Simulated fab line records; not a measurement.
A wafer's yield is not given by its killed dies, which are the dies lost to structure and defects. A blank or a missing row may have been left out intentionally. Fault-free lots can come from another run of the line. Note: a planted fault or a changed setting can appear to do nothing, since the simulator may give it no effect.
fab line records	flow n5Finfet	part 1 of 2: steps 1 to 28 of 34
record: lots: 5	wafers: 15	lastDay: 17
route steps=1938 shown WELL_APT@41 PMOS_HMC_CHANNEL_EPI@57
lots that met no fault: from a run of the same line without faults
startH: hours from the record's first day to the start of the lot's first wafer shown	waitH: how many hours have passed since the lot's step before this one	" identical to the entry in the row above	L1.1+2: one row covering several wafers at once	- no value, or no start given	* or withheld: withheld	< > ~ a bound
route shown NAME@n: a module of which the file shows steps, and the number in the route of the first	usual: the fault-free wafers' mean and standard deviation	same: alike in all rows	chamber/n: place in a boat	sites: readings site by site	_std_site: the standard deviation of these	_edge_site: the outer-site mean with the inner-site mean subtracted	radiusMm: for every site, how far away it sits from the centre of the wafer	mask NAME#n: copy n	behind: the tool/chamber that last shaped the wafer	hold: reason for holding the lot/hours on hold/outcome of the hold	device: which transistor (n, p or np) failed to switch	end of line: tests run on the same wafers once the route is complete	a step given without rows: its recipe and nothing more	killed: at the first sort, the dies lost to defects and structure; wafer yield is something else	map: the dies of a wafer, with x for killed, . for not killed, _ for no die there
set.NAME: the run value of the setting; set.NAME@STEP: its run value at that earlier step	model.NAME: the simulator's own value behind a step, which no gauge read
lots at some steps of the route; a table a step, a row a wafer
services: a tool's chamber out of use, with start hour (startH, from the record's first day; less than 0 if before it), hours out, and reason
== steps ==
step: N5_WELL_APT_DEVELOP_24
recipe: developTimeS: 45	rinseLiquid: surfactantRinse	dry: airSpin	devTempC: 21
lot.wafer	tool	chamber	startH	waitH
L085.2+3+6	lithoTrack-02	0	-	-
L087.2+4+6	lithoTrack-05	0	-	-
L092.3+4+6	lithoTrack-05	0	-	-
L094.1+5+6	lithoTrack-05	0	-	-
L095.2+3+6	lithoTrack-02	0	-	-
step: N5_WELL_APT_HARDBAKE_29
recipe: tempC: 130	timeS: 120
lot.wafer	tool	chamber	startH	waitH
L085.2+3+6	lithoTrack-02	0	-	-
L087.2+4+6	lithoTrack-05	0	-	-
L092.3+4+6	lithoTrack-05	0	-	-
L094.1+5+6	lithoTrack-05	0	-	-
L095.2+3+6	lithoTrack-02	0	-	-
step: N5_WELL_APT_CD_MEAS_25
recipe: targetCdNm: 200	landingEnergyEv: 500	detector: seInlens
usual: cdNm: 199.5/2.1
lot.wafer	tool	chamber	startH	waitH	cdNm
L085.2	cdSem-01	0	81.11	-	202.6
L085.3	"	0	"	"	199.3
L085.6	"	0	"	"	196.9
L087.2	cdSem-03	0	92.95	-	197.8
L087.4	"	0	"	"	199.4
L087.6	"	0	"	"	200.4
L092.3	cdSem-02	0	123.28	-	197.4
L092.4	"	0	"	"	198.0
L092.6	"	0	"	"	197.3
L094.1	cdSem-01	0	135.12	-	198.2
L094.5	"	0	"	"	200.5
L094.6	"	0	"	"	198.7
L095.2	cdSem-02	0	140.94	-	197.4
L095.3	"	0	"	"	200.8
L095.6	"	0	"	"	200.7
step: N5_WELL_APT_OVL_MEAS_26
recipe: pointsPerWafer: 44
usual: PWELL_OVL: -5/4.7
lot.wafer	tool	chamber	startH	waitH	PWELL_OVL[nm]
L085.2	overlay-01	0	81.14	0.0	-3
L085.3	"	0	"	"	-7
L085.6	"	0	"	"	-1
L087.2	overlay-01	0	92.98	0.0	-13
L087.4	"	0	"	"	-6
L087.6	"	0	"	"	-10
L092.3	overlay-01	0	123.31	0.0	-4
L092.4	"	0	"	"	6
L092.6	"	0	"	"	-8
L094.1	overlay-02	0	135.15	0.0	-6
L094.5	"	0	"	"	-6
L094.6	"	0	"	"	-4
L095.2	overlay-01	0	140.97	0.0	4
L095.3	"	0	"	"	3
L095.6	"	0	"	"	1
step: N5_WELL_APT_INSPECT_27
recipe: mode: adi	inspectInstrument: macro
usual: rawDefectCount: 1.9/1.5
lot.wafer	tool	chamber	startH	waitH	rawDefectCount
L085.2	defectInspect-01	-	81.16	0.0	1
L085.3	"	-	"	"	5
L085.6	"	-	"	"	4
L087.2	defectInspect-02	-	93.00	0.0	3
L087.4	"	-	"	"	3
L087.6	"	-	"	"	1
L092.3	defectInspect-01	-	123.33	0.0	4
L092.4	"	-	"	"	1
L092.6	"	-	"	"	1
L094.1	defectInspect-01	-	135.17	0.0	6
L094.5	"	-	"	"	0
L094.6	"	-	"	"	2
L095.2	defectInspect-01	-	140.99	0.0	4
L095.3	"	-	"	"	1
L095.6	"	-	"	"	0
step: N5_WELL_APT_DESCUM_30
recipe: chemistry: O2	timeS: 7.9	sourcePowerW: 50	biasPowerW: 20	pressureMtorr: 20	rfFrequencyHz: 2.712e+07	tempC: 40	o2FlowSccm: 225
usual: drypumpMotorCurrentA: 5.5/0.49	oesProductAu: 0.79/0.067	rfVppV: 243.4/1.6	showerheadPlenumPTorr: 2.12/0.072	throttleValvePct: 20.49/0.22
lot.wafer	tool	chamber	startH	waitH	drypumpMotorCurrentA	oesProductAu	rfHoursCounterH	rfVppV	showerheadPlenumPTorr	throttleValvePct
L085.2	rieDiel-01	0	81.20	0.0	5.6	0.75	177	243.3	2.08	20.59
L085.3	"	2	"	"	5.1	0.83	76	245.1	2.21	20.65
L085.6	"	1	"	"	5.7	0.69	-	243.3	2.07	20.59
L087.2	rieDiel-01	2	93.04	0.0	5.1	0.82	81	245.1	2.21	20.66
L087.4	"	3	"	"	6.5	0.91	19	247.1	2.23	20.15
L087.6	"	2	"	"	5.1	0.81	-	245.0	2.20	20.65
L092.3	rieDiel-01	0	123.37	0.0	5.6	0.73	192	241.6	2.08	20.63
L092.4	"	3	"	"	6.5	0.89	30	246.0	2.23	20.14
L092.6	"	2	"	"	5.2	0.80	-	245.9	2.20	20.68
L094.1	rieDiel-06	3	135.21	0.0	4.9	0.84	63	243.3	2.04	20.14
L094.5	"	3	"	"	4.9	0.86	-	244.0	2.04	20.15
L094.6	"	0	"	"	5.1	0.74	-	243.7	2.16	20.62
L095.2	rieDiel-06	1	141.03	0.0	5.3	0.82	90	244.4	2.14	20.55
L095.3	"	0	"	"	5.0	0.74	180	244.3	2.16	20.61
L095.6	"	1	"	"	5.3	0.81	-	242.4	2.14	20.53
step: N5_WELL_APT_IMPLANT_31
recipe: species: B	energyKev: 60	doseCm2: 1.5e+13	tiltDeg: 0	rotationDeg: 0
usual: beamOnS: 10.00/0.21	doseIonsCm2: 1.4997e+13/1.5e+10
lot.wafer	tool	chamber	startH	waitH	beamOnS	doseIonsCm2
L085.2	implanter-02	0	81.33	0.1	10.05	1.4972e+13
L085.3	"	0	"	"	9.99	1.5009e+13
L085.6	"	0	"	"	9.88	1.4966e+13
L087.2	implanter-01	0	93.17	0.1	10.01	1.4997e+13
L087.4	"	0	"	"	10.03	1.4997e+13
L087.6	"	0	"	"	9.97	1.4997e+13
L092.3	implanter-02	0	123.52	0.1	10.36	1.5e+13
L092.4	"	0	"	"	9.71	1.4996e+13
L092.6	"	0	"	"	10.20	1.4983e+13
L094.1	implanter-01	0	135.30	0.1	10.19	1.5024e+13
L094.5	"	0	"	"	9.74	1.4992e+13
L094.6	"	0	"	"	9.87	1.4967e+13
L095.2	implanter-02	0	141.16	0.1	9.84	1.5005e+13
L095.3	"	0	"	"	9.99	1.5021e+13
L095.6	"	0	"	"	10.13	1.5021e+13
step: N5_WELL_APT_IMPLANT_32
recipe: species: BF2	energyKev: 50	doseCm2: 2e+13	tiltDeg: 0	rotationDeg: 0
usual: beamOnS: 10.01/0.2	doseIonsCm2: 2.0004e+13/2.1e+10
lot.wafer	tool	chamber	startH	waitH	beamOnS	doseIonsCm2
L085.2	implanter-02	0	81.51	0.1	9.81	2.0003e+13
L085.3	"	0	"	"	9.99	2.0039e+13
L085.6	"	0	"	"	10.05	1.9995e+13
L087.2	implanter-01	0	93.35	0.1	10.16	2.0019e+13
L087.4	"	0	"	"	10.08	1.9992e+13
L087.6	"	0	"	"	9.97	2.0047e+13
L092.3	implanter-02	0	123.70	0.1	10.19	2.0056e+13
L092.4	"	0	"	"	9.99	2.0032e+13
L092.6	"	0	"	"	9.96	2.0008e+13
L094.1	implanter-01	0	135.48	0.1	10.40	2.0015e+13
L094.5	"	0	"	"	10.26	2.0007e+13
L094.6	"	0	"	"	9.97	2.0015e+13
L095.2	implanter-02	0	141.34	0.1	9.83	2.0002e+13
L095.3	"	0	"	"	9.95	1.9987e+13
L095.6	"	0	"	"	10.01	1.9963e+13
step: N5_WELL_APT_STRIP_33
recipe: chemistry: SPM	timeS: 900	tempC: 130	h2so4H2o2VolRatio: 4	dry: ipaMarangoni
lot.wafer	tool	chamber	startH	waitH
L085.2+3+6	wetBench-05	6,2,0	81.68	0.1
L087.2+4+6	wetBench-05	5,7,4	93.52	0.1
L092.3+4+6	wetBench-03	0,4,2	123.85	0.1
L094.1+5+6	wetBench-05	7,5,2	135.69	0.2
L095.2+3+6	wetBench-05	0,4,7	141.53	0.2
step: N5_WELL_APT_RTA_34
recipe: tempC: 1000	timeS: 10	ambient: N2	idleTempC: 600	rampUpCPerS: 150	rampDownCPerS: 60	coolToC: 600
usual: lampPowerPct: 13.00/0.055	wafer_temp_C_max: 1003.5/0.99
lot.wafer	tool	chamber	startH	waitH	lampPowerPct	wafer_temp_C_max
L085.2	rtpAnneal-01	0	82.05	0.1	12.96	1003.4
L085.3	"	0	"	"	12.95	1004.2
L085.6	"	0	"	"	12.99	1002.7
L087.2	rtpAnneal-01	0	93.82	0.1	12.93	1003.6
L087.4	"	0	"	"	13.06	1001.9
L087.6	"	0	"	"	12.95	1002.6
L092.3	rtpAnneal-02	0	124.17	0.1	13.00	1003.8
L092.4	"	0	"	"	13.00	1003.0
L092.6	"	0	"	"	12.98	1003.1
L094.1	rtpAnneal-01	0	136.01	0.1	12.99	1001.3
L094.5	"	0	"	"	13.05	1004.3
L094.6	"	0	"	"	12.96	1004.7
L095.2	rtpAnneal-01	0	141.83	0.0	12.94	1004.9
L095.3	"	0	"	"	13.02	1003.3
L095.6	"	0	"	"	13.05	1003.8
step: N5_WELL_APT_OXIDE_STRIP_42
recipe: chemistry: dHF	dilution: 25:1	timeS: 45	tempC: 25	target: SiO2	targetDepthA: 120
lot.wafer	tool	chamber	startH	waitH
L085.2+3+6	wetBench-03	1,3,2	82.19	0.1
L087.2+4+6	wetBench-05	0,3,4	93.95	0.1
L092.3+4+6	wetBench-03	5,4,0	124.27	0.1
L094.1+5+6	wetBench-03	2,5,7	136.17	0.1
L095.2+3+6	wetBench-05	5,0,4	141.95	0.1
step: N5_WELL_APT_PRECLEAN_36
recipe: chemistry: O3/DIW	timeS: 45	tempC: 22	o3Ppm: 10
usual: o3Ppm: 10.00/0.096
lot.wafer	tool	chamber	startH	waitH	o3Ppm
L085.2	wetBench-03	1	82.20	0.0	10.13
L085.3	"	3	"	"	9.96
L085.6	"	2	"	"	10.00
L087.2	wetBench-05	0	93.97	0.0	10.02
L087.4	"	3	"	"	10.04
L087.6	"	4	"	"	9.97
L092.3	wetBench-03	5	124.29	0.0	9.92
L092.4	"	4	"	"	10.04
L092.6	"	0	"	"	9.92
L094.1	wetBench-03	2	136.18	0.0	9.99
L094.5	"	5	"	"	9.99
L094.6	"	7	"	"	10.20
L095.2	wetBench-05	5	141.97	0.0	9.92
L095.3	"	0	"	"	10.05
L095.6	"	4	"	"	9.93
step: N5_WELL_APT_PRECLEAN_39
recipe: chemistry: dHF	timeS: 60	dilution: 150:1	tempC: 25
lot.wafer	tool	chamber	startH	waitH
L085.2+3+6	wetBench-03	1,3,2	82.22	0.0
L087.2+4+6	wetBench-05	0,3,4	93.98	0.0
L092.3+4+6	wetBench-03	5,4,0	124.30	0.0
L094.1+5+6	wetBench-03	2,5,7	136.19	0.0
L095.2+3+6	wetBench-05	5,0,4	141.98	0.0
step: N5_WELL_APT_SRD_37
recipe: dry: ipaMarangoni	doPpb: 5	timeS: 30	tempC: 23	rinseLiquid: diw
lot.wafer	tool	chamber	startH	waitH
L085.2+3+6	wetBench-03	1,3,2	82.23	0.0
L087.2+4+6	wetBench-05	0,3,4	93.99	0.0
L092.3+4+6	wetBench-03	5,4,0	124.32	0.0
L094.1+5+6	wetBench-03	2,5,7	136.21	0.0
L095.2+3+6	wetBench-05	5,0,4	142.00	0.0
step: N5_WELL_APT_EPI_41
recipe: material: Si	targetThkA: 500	tempC: 650	precursor: SiH4/H2	pressureTorr: 20	timeS: 297.7
usual: throttleValvePct: 11.32/0.17
lot.wafer	tool	chamber	startH	waitH	throttleValvePct
L085.2	epiRpcvd-03	0	82.38	0.1	11.28
L085.3	"	0	"	"	11.48
L085.6	"	0	"	"	11.22
L087.2	epiRpcvd-01	0	94.18	0.2	11.31
L087.4	"	0	"	"	11.43
L087.6	"	0	"	"	11.29
L092.3	epiRpcvd-04	0	124.63	0.3	11.06
L092.4	"	0	"	"	11.17
L092.6	"	0	"	"	11.10
L094.1	epiRpcvd-04	0	136.26	0.0	11.07
L094.5	"	0	"	"	11.01
L094.6	"	0	"	"	11.35
L095.2	epiRpcvd-03	0	142.14	0.1	11.35
L095.3	"	0	"	"	11.52
L095.6	"	0	"	"	11.55
step: N5_WELL_APT_INSPECT_38
recipe: inspectInstrument: darkfield	mode: postEpi
usual: rawDefectCount: 13/4.2
lot.wafer	tool	chamber	startH	waitH	rawDefectCount
L085.2	defectInspect-01	-	82.92	0.4	8
L085.3	"	-	"	"	9
L085.6	"	-	"	"	7
L087.2	defectInspect-02	-	94.88	0.6	9
L087.4	"	-	"	"	12
L087.6	"	-	"	"	11
L092.3	defectInspect-02	-	125.20	0.4	15
L092.4	"	-	"	"	9
L092.6	"	-	"	"	7
L094.1	defectInspect-01	-	137.09	0.7	17
L094.5	"	-	"	"	10
L094.6	"	-	"	"	16
L095.2	defectInspect-02	-	142.68	0.4	19
L095.3	"	-	"	"	18
L095.6	"	-	"	"	23
step: N5_PMOS_HMC_CHANNEL_EPI_HM_DEP_34
recipe: material: SiO2	targetThkA: 360	tempC: 400	precursor: TEOS/O2	pressureTorr: 6.5	rfW: 900	teosFlowSccm: 161.4	gas: O2	flowSccm: 2650	timeS: 6.9
usual: heaterPowerW: 508/66	showerheadPlenumPTorr: 8.35/0.031	throttleValvePct: 18.6/0.71
lot.wafer	tool	chamber	startH	waitH	heaterPowerW	showerheadPlenumPTorr	throttleValvePct
L085.2	pecvd-04	2	82.95	0.0	496	8.34	19.9
L085.3	"	1	"	"	502	8.31	19.0
L085.6	"	2	"	"	508	8.35	19.7
L087.2	pecvd-02	2	94.92	0.0	410	8.34	16.8
L087.4	"	2	"	"	409	8.31	16.8
L087.6	"	0	"	"	678	8.32	19.2
L092.3	pecvd-02	1	125.24	0.0	398	8.40	18.4
L092.4	"	0	"	"	671	8.33	19.1
L092.6	"	1	"	"	384	8.39	18.5
L094.1	pecvd-04	1	137.13	0.0	590	8.33	19.2
L094.5	"	1	"	"	579	8.33	18.9
L094.6	"	0	"	"	452	8.32	18.8
L095.2	pecvd-04	0	142.72	0.0	472	8.32	18.5
L095.3	"	2	"	"	485	8.33	19.7
L095.6	"	0	"	"	481	8.36	18.6
step: N5_PMOS_HMC_CHANNEL_EPI_COAT_31
recipe: resist: BARC	tempC: 205	timeS: 60	spinRpm: 1500	resistThkNm: 66
lot.wafer	tool	chamber	startH	waitH
L085.2+3+6	lithoTrack-01	0	83.01	0.0
L087.2+4+6	lithoTrack-05	0	94.97	0.0
L092.3+4+6	lithoTrack-05	0	125.29	0.0
L094.1+5+6	lithoTrack-01	0	137.19	0.0
L095.2+3+6	lithoTrack-03	0	142.77	0.0
step: N5_PMOS_HMC_CHANNEL_EPI_COAT_03
recipe: resist: CAR-ArF-block	spinRpm: 1500	resistThkNm: 205
lot.wafer	tool	chamber	startH	waitH
L085.2+3+6	lithoTrack-01	0	-	-
L087.2+4+6	lithoTrack-05	0	-	-
L092.3+4+6	lithoTrack-05	0	-	-
L094.1+5+6	lithoTrack-01	0	-	-
L095.2+3+6	lithoTrack-03	0	-	-
step: N5_PMOS_HMC_CHANNEL_EPI_EBR_05
recipe: solvent: PGMEA	ebrWidthMm: 1.5
lot.wafer	tool	chamber	startH	waitH
L085.2+3+6	lithoTrack-01	0	-	-
L087.2+4+6	lithoTrack-05	0	-	-
L092.3+4+6	lithoTrack-05	0	-	-
L094.1+5+6	lithoTrack-01	0	-	-
L095.2+3+6	lithoTrack-03	0	-	-
step: N5_PMOS_HMC_CHANNEL_EPI_SOFTBAKE_04
recipe: tempC: 110	timeS: 60	resist: CAR-ArF-block
lot.wafer	tool	chamber	startH	waitH
L085.2+3+6	lithoTrack-01	0	-	-
L087.2+4+6	lithoTrack-05	0	-	-
L092.3+4+6	lithoTrack-05	0	-	-
L094.1+5+6	lithoTrack-01	0	-	-
L095.2+3+6	lithoTrack-03	0	-	-
step: N5_PMOS_HMC_CHANNEL_EPI_EXPOSE_06
recipe: maskId: PMOS_HMC_BLK	na: 1.35	sourceShape: conventional	sigmaOuter: 0.8	polarization: unpolarized	targetCdNm: 240	doseMj: 41
lot.wafer	tool	chamber	startH	waitH	mask
L085.2+3+6	arfiScanner-01	0	83.11	-	PMOS_HMC_BLK#0
L087.2+4+6	arfiScanner-02	0	95.08	-	PMOS_HMC_BLK#0
L092.3+4+6	arfiScanner-02	0	125.53	-	PMOS_HMC_BLK#0
L094.1+5+6	arfiScanner-02	0	137.41	-	PMOS_HMC_BLK#0
L095.2+3+6	arfiScanner-03	0	143.00	-	PMOS_HMC_BLK#0
step: N5_PMOS_HMC_CHANNEL_EPI_PEB_07
recipe: pebTempC: 110	pebTimeS: 60	resist: CAR-ArF-block
lot.wafer	tool	chamber	startH	waitH
L085.2+3+6	lithoTrack-05	0	83.17	0.0
L087.2+4+6	lithoTrack-01	0	95.13	0.0
L092.3+4+6	lithoTrack-05	0	125.58	0.0
L094.1+5+6	lithoTrack-01	0	137.47	0.1
L095.2+3+6	lithoTrack-03	0	143.05	0.0
step: N5_PMOS_HMC_CHANNEL_EPI_DEVELOP_08
recipe: developTimeS: 30	developer: TMAH	resist: CAR-ArF-block	devTempC: 23	rinseLiquid: diw	dry: airSpin
lot.wafer	tool	chamber	startH	waitH
L085.2+3+6	lithoTrack-05	0	-	-
L087.2+4+6	lithoTrack-01	0	-	-
L092.3+4+6	lithoTrack-05	0	-	-
L094.1+5+6	lithoTrack-01	0	-	-
L095.2+3+6	lithoTrack-03	0	-	-
step: N5_PMOS_HMC_CHANNEL_EPI_CD_MEAS_09
recipe: targetCdNm: 237.4	landingEnergyEv: 500	detector: seInlens
usual: cdNm: 237.0/1.2
lot.wafer	tool	chamber	startH	waitH	cdNm
L085.2	cdSem-03	0	83.23	-	236.1
L085.3	"	0	"	"	236.4
L085.6	"	0	"	"	236.7
L087.2	cdSem-01	0	95.20	-	237.4
L087.4	"	0	"	"	238.2
L087.6	"	0	"	"	237.7
L092.3	cdSem-03	0	125.64	-	238.2
L092.4	"	0	"	"	238.0
L092.6	"	0	"	"	237.5
L094.1	cdSem-01	0	137.54	-	236.7
L094.5	"	0	"	"	238.4
L094.6	"	0	"	"	235.7
L095.2	cdSem-02	0	143.12	-	239.3
L095.3	"	0	"	"	239.6
L095.6	"	0	"	"	238.8
step: N5_PMOS_HMC_CHANNEL_EPI_OVL_MEAS_10
recipe: pointsPerWafer: 44
usual: PMOS_HMC_BLK_OVL: 0.5/0.65
lot.wafer	tool	chamber	startH	waitH	PMOS_HMC_BLK_OVL[nm]
L085.2	overlay-01	0	83.26	0.0	0.5
L085.3	"	0	"	"	1.2
L085.6	"	0	"	"	1.6
L087.2	overlay-01	0	95.23	0.0	-0.3
L087.4	"	0	"	"	1.1
L087.6	"	0	"	"	0.7
L092.3	overlay-01	0	125.67	0.0	-0.3
L092.4	"	0	"	"	0.2
L092.6	"	0	"	"	-0.1
L094.1	overlay-02	0	137.57	0.0	0.4
L094.5	"	0	"	"	1.0
L094.6	"	0	"	"	0.0
L095.2	overlay-02	0	143.15	0.0	0.9
L095.3	"	0	"	"	0.8
L095.6	"	0	"	"	0.4
step: N5_PMOS_HMC_CHANNEL_EPI_INSPECT_11
recipe: mode: adi	inspectInstrument: macro
usual: rawDefectCount: 2.1/1.5
lot.wafer	tool	chamber	startH	waitH	rawDefectCount
L085.2	defectInspect-01	-	83.29	0.0	1
L085.3	"	-	"	"	4
L085.6	"	-	"	"	1
L087.2	defectInspect-02	-	95.25	0.0	3
L087.4	"	-	"	"	0
L087.6	"	-	"	"	6
L092.3	defectInspect-02	-	125.70	0.0	0
L092.4	"	-	"	"	2
L092.6	"	-	"	"	5
L094.1	defectInspect-01	-	137.59	0.0	3
L094.5	"	-	"	"	2
L094.6	"	-	"	"	1
L095.2	defectInspect-01	-	143.18	0.0	0
L095.3	"	-	"	"	2
L095.6	"	-	"	"	3
step: N5_PMOS_HMC_CHANNEL_EPI_DESCUM_14
recipe: chemistry: O2	timeS: 7.9	sourcePowerW: 50	biasPowerW: 20	pressureMtorr: 20	rfFrequencyHz: 2.712e+07	tempC: 40	resist: CAR-ArF-block	o2FlowSccm: 225
usual: drypumpMotorCurrentA: 5.9/0.38	oesProductAu: 0.78/0.063	rfVppV: 243.4/1.3	showerheadPlenumPTorr: 2.11/0.06	throttleValvePct: 20.47/0.17
lot.wafer	tool	chamber	startH	waitH	drypumpMotorCurrentA	oesProductAu	rfHoursCounterH	rfVppV	showerheadPlenumPTorr	throttleValvePct
L085.2	rieDiel-02	0	83.70	0.4	5.8	0.77	176	242.9	2.09	20.59
L085.3	"	1	"	"	6.0	0.82	83	243.3	2.04	20.76
L085.6	"	1	"	"	6.0	0.81	-	242.0	2.04	20.76
L087.2	rieDiel-05	2	95.28	0.0	5.3	0.73	163	245.4	2.18	20.26
L087.4	"	1	"	"	6.3	0.69	206	244.9	2.17	20.43
L087.6	"	2	"	"	5.3	0.73	-	244.8	2.18	20.27
L092.3	rieDiel-04	1	125.73	0.0	5.2	0.93	22	244.2	2.14	20.42
L092.4	"	0	"	"	5.2	0.73	177	242.9	1.99	20.42
L092.6	"	1	"	"	5.2	0.92	-	243.5	2.14	20.42
L094.1	rieDiel-05	3	137.62	0.0	6.1	0.80	84	242.7	2.04	20.44
L094.5	"	3	"	"	6.1	0.80	-	243.0	2.04	20.43
L094.6	"	2	"	"	5.3	0.72	-	244.9	2.18	20.28
L095.2	rieDiel-05	0	143.59	0.4	6.1	0.85	54	243.8	2.12	20.54
L095.3	"	3	"	"	6.1	0.80	87	242.6	2.04	20.44
L095.6	"	0	"	"	6.1	0.84	-	242.9	2.12	20.53
